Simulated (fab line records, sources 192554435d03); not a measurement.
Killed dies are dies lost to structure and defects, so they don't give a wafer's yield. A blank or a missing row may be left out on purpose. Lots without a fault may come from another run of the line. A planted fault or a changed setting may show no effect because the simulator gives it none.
Problem report in the 8D (eight disciplines) form, filled by code | flow n5_finfet | the parts of the form that need people (team, actions taken, sign-off) are left out

1. THE PROBLEM
raw_defect_count at N5_MOL_CONTACT_COAG_INSPECT_57 reads a mean of 811 on 6 wafers of 2 lots; wafers without a fault read 212 with a standard deviation of 59. That is +10 standard deviations from the usual mean.
The step: inspects for defects (brightfield).
First seen on wafer L234.3, day 7 16:23, on defect_inspect-01. The record holds 27 wafers of 9 lots with a number at this step. Rule for "out", or "out of limits": more than 4 standard deviations from the usual mean. The other wafers with a number count as sound.

2. WHAT IT IS AND WHAT IT IS NOT
question                    | is                                   | is not
which readings at this step | raw_defect_count                     | -
which lots                  | L234, L236                           | L225, L227, L238, L241, L243, L245, L246
which wafers of those lots  | all that have a number               | -
read on which gauges        | defect_inspect-01, defect_inspect-02 | -
when                        | from day 7 16:23                     | up to then (6 sound wafers); but 15 sound wafers of L238, L241, L243, L245, L246 came after

3. SUSPECTS, AND WHAT RULES EACH OUT
Counting: a tool at a process step up to the reading stays a suspect if it ran every lot that is out and no sound lot after the first of them.
- the gauge at N5_MOL_CONTACT_COAG_INSPECT_57: ruled out. The wafers that are out were read on 2 gauges (defect_inspect-01, defect_inspect-02).
- pvd_sputter-02 at N5_MOL_CONTACT_COAG_SPUTTER_143 (material Co, target thk 2.5 nm): ruled out as a lasting fault. Sound lots L245 ran on it after its first lot that is out, L234 (day 7 10:21).
- ald_sin-01 at N5_MOL_CONTACT_COAG_ALD_123 (deposits SiNx, target thk 5 nm, pulse time 1 s, purge time 2 s): ruled out as a lasting fault. Sound lots L245 ran on it after its first lot that is out, L234 (day 7 15:20).
Left after counting: nothing in the record.

4. THE CAUSE (what the simulator had put in)
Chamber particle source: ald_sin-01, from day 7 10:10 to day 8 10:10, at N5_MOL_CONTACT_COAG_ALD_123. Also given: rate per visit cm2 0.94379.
Counting ruled it out, wrongly: the rule takes a fault to strike every lot that its tool runs from its start on, and this one did not.

5. THE CHAIN OF EFFECTS, in route order
Each row: a reading whose mean over the struck wafers that have a number lies more than 3 standard deviations from the usual. Only readings for which the record gives a usual standard deviation are gone through. hours: the time from each lot's start at the first step in this table that gives one to its start at this step, as a median over the lots. sigmas: the change in usual standard deviations.
hours | step                           | reading              | usual  | on struck wafers | change | sigmas
0     | N5_MOL_CONTACT_COAG_INSPECT_57 | raw_defect_count     | 212    | 811              | +599   | +10
1     | N5_MOL_CONTACT_COAG_INSPECT_42 | raw_defect_count     | 211    | 816              | +606   | +9.6
206   | N5_PASSIVATION_PROBE_49        | defect_limited_yield | 91.4 % | 84.1             | -7.3   | -4.9
206   | N5_PASSIVATION_PROBE_49        | killed_at_contacts   | 13     | 105              | +92    | +15
206   | N5_PASSIVATION_PROBE_49        | killed_dies          | 102    | 188              | +86    | +5.1
206   | N5_PASSIVATION_PROBE_49        | killed_on_rim        | 13     | 30               | +16    | +4.3
206   | N5_PASSIVATION_PROBE_49        | sort_bin_5_function  | 5.1 %  | 9.8              | +4.7   | +5.0
206   | N5_PASSIVATION_PROBE_49        | sort_n_pass          | 1078   | 992              | -86    | -4.8
206   | N5_PASSIVATION_PROBE_49        | sort_yield_pct       | 91.3 % | 84.1             | -7.2   | -4.8
The process steps in it:
- N5_PASSIVATION_PROBE_49
Later measuring or inspecting steps at which every struck wafer that the step has a row for has a number for every such reading, and none has moved that far: N5_BEOL_M4_RC_MEAS_101.

6. WHAT WOULD HAVE CAUGHT IT SOONER
In this record the first reading out of limits at a measuring or inspecting step was taken at day 7 16:23, 6 hours after the fault began at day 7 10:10.
Of the tool readings at N5_MOL_CONTACT_COAG_ALD_123 for which the record gives a usual standard deviation, none was out on any struck wafer, so an alarm limit of 4 standard deviations on them would not have fired.
